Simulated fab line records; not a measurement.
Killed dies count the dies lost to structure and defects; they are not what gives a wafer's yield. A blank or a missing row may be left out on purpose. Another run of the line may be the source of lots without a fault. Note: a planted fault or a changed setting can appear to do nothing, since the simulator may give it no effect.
Chamber matching + flow nandHarc + rieDiel-05 running NHARC_P_CONTACT_DESCUM_17: 4 sister chambers
The step chemistry O2, time 3 s. 4 wafers are shown with their chamber, then 7 later ones without.

== EACH WAFER AND ITS CHAMBER ==
| wafer  | chamber | rfVppV (V) |
|--------|---------|------------|
| L081.5 | 3       | 59.0       |
| L084.2 | 0       | 58.3       |
| L087.3 | 1       | 58.8       |
| L087.4 | 2       | 57.0       |

== WAFERS WITH NO CHAMBER GIVEN ==
| wafer  | rfVppV (V) |
|--------|------------|
| L087.5 | 58.5       |
| L089.1 | 56.8       |
| L089.2 | 57.6       |
| L089.4 | 58.1       |
| L094.1 | 57.8       |
| L094.2 | 57.7       |
| L094.4 | 58.4       |

== CHAMBER TAKEN BY EACH ==
| wafer  | from the rows above               | in truth |
|--------|-----------------------------------|----------|
| L087.5 | can't be placed: 0 or 1 or 3      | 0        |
| L089.1 | 2                                 | 2        |
| L089.2 | can't be placed: 2 or 0 or 1      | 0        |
| L089.4 | can't be placed: 0 or 1 or 3      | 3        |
| L094.1 | can't be placed: 0 or 2 or 1 or 3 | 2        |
| L094.2 | can't be placed: 0 or 2 or 1 or 3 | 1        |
| L094.4 | can't be placed: 0 or 1 or 3      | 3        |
1 of 7 placed correctly. Unplaceable from these rows: 6, with the true chamber sitting among the candidates in 6. Placed wrongly: 0.
How it was worked out, from the rows above alone: a wafer's distance from a chamber is the root of the sum, over the readings, of the square of ((its reading less the chamber's mean) divided by the reading's scatter). The wafer belongs to the nearest chamber; if the next one is less than 2 further off, it can't be placed. For every chamber, the mean is computed from those of its wafers that are shown. The scatter (one wafer shown for each chamber): square how far every hidden wafer sits from the nearest shown wafer, average those squares and take the square root.
